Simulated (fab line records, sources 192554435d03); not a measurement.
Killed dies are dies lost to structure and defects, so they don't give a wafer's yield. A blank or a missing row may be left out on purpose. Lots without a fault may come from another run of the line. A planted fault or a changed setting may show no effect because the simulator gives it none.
fab line records | flow n5_finfet
record lots=4 wafers=12 last_day=16
route steps=1938 shown MOL_CONTACT_COAG@620 BEOL_M0_SAQP@632 BEOL_M0@726 BEOL_M4@1111 PASSIVATION@1936
lots that met no fault: from a run of the same line without faults
start_h: hours from the record's first day to the start of the lot's first wafer shown | wait_h: hours since the lot's step before | " the same as in the row above | L1.1+2: a row that stands for several wafers | - no value, or no start given | * or withheld: withheld | < > ~ a bound
route shown NAME@n: a module of which the file shows steps, and the number in the route of the first | usual: mean/standard deviation of fault-free wafers | same: alike in all rows | chamber/n: place in a boat | sites: the reading at each site | _std_site: their standard deviation | _edge_site: outer sites' mean less inner sites' | radius_mm: how far each site lies from the wafer's centre | mask NAME#n: copy n | behind: the tool/chamber that last shaped the wafer | hold: why the lot was held/for how many hours/how that ended | device: the transistor (n, p or np) that didn't switch | end of line: the same wafers' tests at the end of the route | a step without rows: its recipe alone | killed: dies lost to structure and defects at the first sort, not the wafer's yield | map: a wafer's dies, x killed, . not, _ none there
set.NAME: the setting as run; set.NAME@STEP: as run at that earlier step | model.NAME: the simulator's own value behind a step, which no gauge read
lots at some steps of the route; a table a step, a row a wafer
services: from which hour (start_h, from the record's first day; less than 0 if before it) a tool's chamber was out of use, for how many hours, and why
## steps
# step N5_MOL_CONTACT_COAG_PRECLEAN_138
# recipe chemistry=alkaline_clean temp_c=60 time_s=60 do_ppb=50
# step N5_MOL_CONTACT_COAG_SRD_139
# recipe dry=ipa_marangoni time_s=30 temp_c=23 rinse_liquid=diw
# step N5_MOL_CONTACT_COAG_PRE_CLEAN_121
# recipe gas=H2/He time_s=* temp_c=withheld
# step N5_MOL_CONTACT_COAG_CVD_140
# recipe material=W target_thk_a=665 mode=selective_fill temp_c=300 time_s=215
# step N5_MOL_CONTACT_COAG_PRECLEAN_127
# recipe chemistry=DIW time_s=57.5 temp_c=23
# step N5_MOL_CONTACT_COAG_SRD_128
# recipe dry_time_s=32 dry=n2_spin spin_rpm=1500
# step N5_MOL_CONTACT_COAG_CMP_52
# recipe stop_on=SiO2 t_overpolish_s=1.5 post_cmp_clean=w_dilute_nh4oh down_force_psi=4 platen_rpm=50.289 pad_velocity_m_s=1.0006 target_thk_nm=66.5
# step N5_MOL_CONTACT_COAG_ANNEAL_112
# recipe temp_c=400 time_s=1800 ambient=HPD2 pressure_atm=10
# step N5_BEOL_M0_SAQP_PECVD_00
# recipe material=SiCN target_thk_a=80 temp_c=withheld precursor=3MS/NH3 pressure_torr=3 rf_w=202 time_s=14
# usual rf_fwd_power_W=198.9/1 showerhead_plenum_p_Torr=3.667/0.011 throttle_valve_pct=9.1/0.31
# columns lot.wafer tool chamber start_h wait_h rf_fwd_power_W showerhead_plenum_p_Torr since_wet_clean_h throttle_valve_pct model.SiCN_of_BEOL_M0_SAQP_PECVD_00.thk_nm
L281.1 pecvd-01 2 135.74 0.2 197.1 3.660 2108 9.6 8.2
L281.3 " 0 " " 198.7 3.654 658 9.1 8
L281.6 " 2 " " 196.6 3.666 - 9.5 8.2
L283.1 pecvd-02 1 143.24 0.2 199.0 3.680 1572 8.7 8.2
L283.4 " 1 " " 198.3 3.667 - 8.6 8
L283.5 " 2 " " 198.6 3.664 - 8.6 8
L292.1 pecvd-02 2 200.75 0.2 198.1 3.674 151 8.8 8.6
L292.2 " 0 " " 199.0 3.677 905 9.1 9
L292.4 " 0 " " 199.4 3.683 - 9.3 8.8
L294.1 pecvd-02 0 217.87 0.2 198.6 3.682 922 9.2 8.8
L294.2 " 2 " " 199.1 3.667 168 8.9 8.8
L294.3 " 1 " " 199.6 3.675 1647 8.8 8
# step N5_BEOL_M0_SAQP_ILD_DEP_01
# recipe material=SiOC target_thk_a=454.19 temp_c=350 precursor=DEMS/O2 pressure_torr=5 rf_w=500 time_s=8.7
# step N5_BEOL_M0_SAQP_HM_DEP_02
# recipe material=TiN target_thk_a=120 temp_c=25 chamber_pressure_pa=0.49996
# step N5_BEOL_M0_SAQP_PECVD_03
# recipe material=SiCN target_thk_a=120 temp_c=withheld precursor=3MS/NH3 pressure_torr=3 rf_w=202 time_s=21.1
# step N5_BEOL_M0_SAQP_PECVD_96
# recipe material=a-Si target_thk_a=450 temp_c=350 precursor=SiH4/He pressure_torr=3 rf_w=100 time_s=45.2
# step N5_BEOL_M0_SAQP_PECVD_97
# recipe material=SiNx target_thk_a=230 temp_c=350 precursor=SiH4/NH3/N2 pressure_torr=1.5 rf_w=300 time_s=19.9
# step N5_BEOL_M0_SAQP_PECVD_04
# recipe material=a-Si target_thk_a=600 temp_c=350 precursor=SiH4/He pressure_torr=3 rf_w=100 time_s=60.2
# step N5_BEOL_M0_SAQP_HM_DEP_111
# recipe material=SiO2 target_thk_a=120 temp_c=400 precursor=SiH4/N2O pressure_torr=0.75 rf_w=275 time_s=7.2
# step N5_BEOL_M0_SAQP_COAT_81
# recipe resist=SOC temp_c=250 time_s=60 spin_rpm=1500 resist_thk_nm=100
# step N5_BEOL_M0_SAQP_COAT_82
# recipe resist=SiARC temp_c=220 time_s=60 spin_rpm=1500 resist_thk_nm=30
# step N5_BEOL_M0_SAQP_COAT_08
# recipe resist=CAR-ArF spin_rpm=1500 resist_thk_nm=90
# step N5_BEOL_M0_SAQP_EBR_10
# recipe solvent=PGMEA ebr_width_mm=1.5
# step N5_BEOL_M0_SAQP_SOFTBAKE_09
# recipe temp_c=110 time_s=60 resist=CAR-ArF
# step N5_BEOL_M0_SAQP_EXPOSE_11
# recipe mask_id=M0_CORE na=1.35 source_shape=dipole sigma_inner=0.538 sigma_outer=0.738 polarization=te target_cd_nm=42 dose_mj=55
# step N5_BEOL_M0_SAQP_PEB_12
# recipe peb_temp_c=withheld peb_time_s=60 resist=CAR-ArF
# step N5_BEOL_M0_SAQP_DEVELOP_13
# recipe develop_time_s=30 developer=TMAH resist=CAR-ArF dev_temp_c=23 rinse_liquid=diw dry=air_spin
# step N5_BEOL_M0_SAQP_DESCUM_19
# recipe chemistry=O2 time_s=7.9 source_power_w=50 bias_power_w=20 pressure_mtorr=20 rf_frequency_hz=2.712e+07 temp_c=40 resist=CAR-ArF o2_flow_sccm=225
# step N5_BEOL_M0_SAQP_ETCH_83
# recipe chemistry=CF4 target=SiARC target_depth_a=390 mask_material=CAR-ArF time_s=65 ion_energy_ev=80 pressure_mtorr=40 source_w=545 bias_w=36 Ar_flow_sccm=100 cf4_flow_sccm=100 ends=cleared
# step N5_BEOL_M0_SAQP_ETCH_84
# recipe chemistry=N2/H2 target=SOC target_depth_a=1000 overetch_a=200 mask_material=SiARC temp_c=40 time_s=150 ion_energy_ev=200 pressure_mtorr=30 source_w=840 bias_w=150 n2_flow_sccm=200 h2_flow_sccm=200
# step N5_BEOL_M0_SAQP_STRIP_80
# recipe chemistry=N2/H2 temp_c=40 n2_flow_sccm=200 h2_flow_sccm=200 rf_frequency_hz=6e+07
# step N5_BEOL_M0_SAQP_HM_OPEN_112
# recipe chemistry=CHF3/O2 target=SiO2 stop_on=a-Si target_depth_a=120 over_etch_frac=1.25 mask_material=SOC time_s=13.5 pressure_mtorr=30 source_w=650 bias_w=170 Ar_flow_sccm=200 CHF3_flow_sccm=50 O2_flow_sccm=5 ion_energy_ev=200 ends=end_point
# step N5_BEOL_M0_SAQP_STRIP_113
# recipe chemistry=CHF3/O2 resist=SiARC rf_frequency_hz=6e+07
# step N5_BEOL_M0_SAQP_MANDREL_ETCH_20
# recipe target_depth_a=600 chemistry=HBr/Cl2 target=a-Si stop_on=SiNx bt_time_s=10 mask_material=SOC over_etch_frac=0.5 time_s=30 pressure_mtorr=10 icp_w=800 bias_w=75 HBr_flow_sccm=150 Cl2_flow_sccm=80 ends=end_point
# step N5_BEOL_M0_SAQP_STRIP_86
# recipe chemistry=N2/H2 power_w=500 temp_c=40 pressure_mtorr=50 rf_frequency_hz=6e+07 overash_fraction=0.3 bias_power_w=28 h2_frac=0.5 n2_flow_sccm=300 h2_flow_sccm=300
# step N5_BEOL_M0_SAQP_STRIP_115
# recipe chemistry=post_etch_residue_remover time_s=60 temp_c=25 remover_ph=withheld remover_water_wt_pct=withheld remover_fluoride_wt_pct=withheld
# step N5_BEOL_M0_SAQP_SRD_93
# recipe dry=ipa_marangoni time_s=30 temp_c=23 rinse_liquid=diw
# step N5_BEOL_M0_ETCH_109
# recipe chemistry=CH3F/O2 target_depth_a=80 overetch_a=24 target=SiCN time_s=27.4 ion_energy_ev=120 pressure_mtorr=30 source_w=395 bias_w=75 Ar_flow_sccm=150 CH3F_flow_sccm=30 O2_flow_sccm=20
# usual O2_flow_sccm=20.00/0.062 drypump_motor_current_A=5.9/0.43 oes_product_au=0.68/0.076 rf_fwd_power_W=392.6/1.4 rf_vpp_V=297.4/1.5 showerhead_plenum_p_Torr=2.00/0.064 throttle_valve_pct=16.16/0.22
# same time_s=27.4
# columns lot.wafer tool chamber start_h wait_h O2_flow_sccm drypump_motor_current_A oes_product_au rf_fwd_power_W rf_hours_counter_h rf_vpp_V showerhead_plenum_p_Torr throttle_valve_pct model.etch.depth_nm
L281.1 rie_diel-03 2 145.70 0.0 20.01 6.4 0.64 394.1 182 295.9 1.90 16.24 8.207
L281.3 " 0 " " 20.01 6.3 0.59 392.4 246 297.4 1.96 16.22 8.018
L281.6 " 2 " " 19.97 6.4 0.63 394.2 - 295.4 1.90 16.22 8.221
L283.1 rie_diel-02 2 152.81 0.0 20.05 5.6 0.83 394.6 7 298.6 2.05 16.40 8.107
L283.4 " 1 " " 20.02 4.8 0.59 394.8 221 295.6 1.90 16.25 8.091
L283.5 " 2 " " 20.01 5.6 0.83 394.4 - 298.4 2.05 16.42 8.027
L292.1 rie_diel-02 3 214.91 0.2 19.98 5.9 0.71 389.4 104 295.8 2.02 16.37 8.663
L292.2 " 1 " " 20.00 4.8 0.62 394.1 242 295.3 1.89 16.30 8.904
L292.4 " 2 " " 20.03 5.6 0.82 392.0 25 299.4 2.04 16.46 8.833
L294.1 rie_diel-01 0 227.96 0.0 19.91 6.3 0.82 391.8 22 298.6 2.04 15.78 8.839
L294.2 " 2 " " 20.02 5.6 0.67 392.0 197 296.7 1.99 16.10 8.86
L294.3 " 1 " " 20.06 5.9 0.72 392.7 51 296.9 1.95 16.09 7.932
# step N5_BEOL_M4_RC_MEAS_101
# usual DIBL_N=36.4/1.2 DIBL_P=36.1/1.6 IOFF_N=0.156/0.024 IOFF_P=0.21/0.031 ION_N=674/11 ION_P=463/6.9 SS_N=71.5/0.5 SS_P=73.2/0.55 VT_N=250.0/2.9 VT_P=-250/3.6
# columns lot.wafer tool chamber start_h wait_h DIBL_N[mV/V] DIBL_P[mV/V] IOFF_N[nA/um] IOFF_P[nA/um] ION_N[uA/um] ION_P[uA/um] SS_N[mV/dec] SS_P[mV/dec] VT_N[mV] VT_P[mV]
L281.1 prober-01 0 193.63 0.0 36.8 37.1 0.168 0.25 687 470 71.7 73.3 249.2 -244
L281.3 " 0 " " 35.2 34.3 0.130 0.19 675 471 71.5 72.5 252.3 -248
L281.6 " 0 " " 34.8 34.5 0.125 0.20 673 465 71.2 72.6 251.8 -249
L283.1 prober-02 0 195.83 0.0 37.4 37.2 0.192 0.26 690 480 71.0 74.1 246.9 -245
L283.4 " 0 " " 36.2 35.9 0.174 0.22 694 472 71.1 74.0 248.1 -247
L283.5 " 0 " " 36.4 36.8 0.175 0.26 692 478 70.6 74.5 248.4 -245
L292.1 prober-01 0 255.56 0.0 37.4 36.3 0.155 0.20 677 465 71.1 73.5 248.3 -249
L292.2 " 0 " " 38.5 37.1 0.172 0.22 673 461 72.1 73.4 249.0 -252
L292.4 " 0 " " 36.7 34.3 0.137 0.18 659 454 71.8 72.5 252.5 -251
L294.1 prober-01 0 282.70 0.0 36.6 38.1 0.148 0.19 665 455 71.4 72.9 254.3 -253
L294.2 " 0 " " 35.0 36.0 0.119 0.17 666 458 71.1 72.8 255.6 -253
L294.3 " 0 " " 35.0 36.6 0.127 0.18 663 458 71.2 73.0 254.6 -254
# step N5_PASSIVATION_PROBE_49
# usual defect_limited_yield=91.4/1.5 killed_at_M0_to_M3=31/11 killed_at_M4_up=13/5.5 killed_at_contacts=13/6.3 killed_at_front_end=40/13 killed_at_other=3.3/2.6 killed_dies=101/18 killed_open=67/13 killed_short=33/7.9 sort_bin_5_function=5.1/1 sort_bin_6_memory=3.2/0.68 sort_n_pass=1079/18 sort_yield_pct=91.4/1.5
# same gross_dies=1180 killed_at_back_side=0 sort_bin_4_leakage[%]=0 sort_bin_8_speed[%]=0
# columns lot.wafer tool chamber start_h wait_h defect_limited_yield[%] killed_at_M0_to_M3 killed_at_M4_up killed_at_contacts killed_at_front_end killed_at_other killed_dies killed_open killed_short sort_bin_5_function[%] sort_bin_6_memory[%] sort_n_pass sort_yield_pct[%]
L283.1 prober-01 - 298.42 0.0 91.5 35 21 16 25 3 100 69 30 5.8 2.5 1080 91.5
L283.4 prober-01 - 298.57 0.2 90.1 46 13 15 36 7 117 77 39 5.3 4.4 1063 90.1
L283.5 prober-01 - 298.62 0.2 88.9 49 30 8 43 1 131 84 45 6.9 3.9 1049 88.9
# killed by level:class
L283.1 BEOL_M0_SAQP:geometric_particle:open=15 MOL_CONTACT_COAG:geometric_particle:open=11 BEOL_M0_SAQP:geometric_particle:short=8 FIN_SAQP:geometric_particle:open=6 BEOL_M2:geometric_particle:open=6 BEOL_M4:geometric_particle:open=6 STI_FIN_REVEAL:geometric_particle:open=5 MOL_CONTACT_COAG:geometric_particle:short=5
L283.4 MOL_CONTACT_COAG:geometric_particle:open=13 BEOL_M0_SAQP:geometric_particle:open=10 BEOL_M0_SAQP:geometric_particle:short=10 STI_FIN_REVEAL:geometric_particle:open=9 FIN_SAQP:geometric_particle:open=8 BEOL_M3:geometric_particle:open=8 BEOL_M4:geometric_particle:open=5 BEOL_M5:geometric_particle:open=5
L283.5 BEOL_M4:geometric_particle:open=22 BEOL_M3:geometric_particle:open=16 STI_FIN_REVEAL:geometric_particle:open=11 BEOL_M0_SAQP:geometric_particle:open=11 BEOL_M0_SAQP:geometric_particle:short=11 FIN_SAQP:geometric_particle:short=10 MOL_CONTACT_COAG:geometric_particle:open=7 STI_FIN_REVEAL:geometric_particle:short=6
## services
# columns tool chamber start_h hours kind
pecvd-01 0 118.69 2.1 scheduled_down
rie_diel-01 1 121.69 7.3 repair
rie_diel-01 0 144.08 - clean
rie_diel-01 0 144.08 - consumable_replace:focus_ring
rie_diel-01 0 144.08 27.9 scheduled_down
rie_diel-01 0 144.08 27.9 vent_cycle
pecvd-02 2 152.88 5.5 scheduled_down
rie_diel-02 3 152.96 1.8 repair
pecvd-02 0 158.34 4.6 scheduled_down
rie_diel-03 0 165.62 14.4 repair
rie_diel-01 1 172.82 7.6 repair
pecvd-02 1 173.68 2.1 scheduled_down
rie_diel-02 0 174.77 2.9 repair
rie_diel-03 0 180.07 - clean
rie_diel-03 0 180.07 - consumable_replace:focus_ring
rie_diel-03 0 180.07 19.5 scheduled_down
rie_diel-03 0 180.07 19.5 vent_cycle
rie_diel-03 3 199.55 - clean
rie_diel-03 3 199.55 - consumable_replace:focus_ring
rie_diel-03 3 199.55 31.3 scheduled_down
rie_diel-03 3 199.55 31.3 vent_cycle
pecvd-01 2 220.00 - clean
rie_diel-01 3 225.93 4.2 repair
## key
first_sign none at tools or gauges
model_effect step=N5_BEOL_M0_SAQP_PECVD_00 value=SiCN_of_BEOL_M0_SAQP_PECVD_00.thk_nm without=7.96 struck=8.8
model_effect step=N5_BEOL_M0_ETCH_109 value=etch.depth_nm without=7.907 struck=8.82
met_at N5_BEOL_M0_SAQP_PECVD_00
struck_wafers L292.1,L292.2,L292.4,L294.1,L294.2
onset_between 143.24 200.75
fault kind=process_parameter_drift tool=pecvd-02 chamber=- onset_h=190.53 steps=N5_BEOL_M0_SAQP_PECVD_00 channel=time_s offset=* shape=step end_h=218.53 scope=struck_wafers_only acts_in=* stated=*
